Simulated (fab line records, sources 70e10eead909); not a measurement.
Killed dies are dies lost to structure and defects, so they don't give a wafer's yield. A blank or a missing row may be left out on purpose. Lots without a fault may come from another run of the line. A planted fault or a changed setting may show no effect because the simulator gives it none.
Chamber matching | flow nand_harc | NHARC_P_M0_PRE_CLEAN_31 on pecvd-03: 3 sister chambers
The step time 12 s. 3 wafers are shown with their chamber, then 12 later ones without.

WAFERS WITH THEIR CHAMBER
wafer  | chamber | heater_power_w (W)
L085.6 | 0       | 577
L089.3 | 1       | 565
L089.6 | 2       | 725

WAFERS WITHOUT THEIR CHAMBER
wafer  | heater_power_w (W)
L090.2 | 717
L090.4 | 693
L090.5 | 620
L090.1 | 594
L090.3 | 619
L090.6 | 622
L091.2 | 587
L091.4 | 590
L091.6 | 606
L094.1 | 681
L094.4 | 703
L094.6 | 615

WHICH CHAMBER EACH WENT THROUGH
wafer  | from the rows above          | in truth
L090.2 | 2                            | 2
L090.4 | 2                            | 2
L090.5 | can't be placed: 0 or 1 or 2 | 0
L090.1 | can't be placed: 0 or 1      | 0
L090.3 | can't be placed: 0 or 1      | 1
L090.6 | can't be placed: 0 or 1 or 2 | 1
L091.2 | can't be placed: 0 or 1      | 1
L091.4 | can't be placed: 0 or 1      | 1
L091.6 | can't be placed: 0 or 1      | 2
L094.1 | can't be placed: 2 or 0      | 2
L094.4 | 2                            | 2
L094.6 | can't be placed: 0 or 1      | 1
Placed correctly: 3 of 12. Can't be placed from these rows: 9 (the true chamber is among the candidates in 8). Placed wrongly: 0.
How it was worked out, from the rows above alone: a wafer's distance from a chamber is the root of the sum, over the readings, of the square of ((its reading less the chamber's mean) divided by the reading's scatter). The wafer belongs to the nearest chamber; if the next one is less than 2 further off, it can't be placed. A chamber's mean is the mean of its shown wafers. The scatter: with one shown wafer a chamber, the root of the mean of the squares of how far each hidden wafer lies from its nearest shown one.
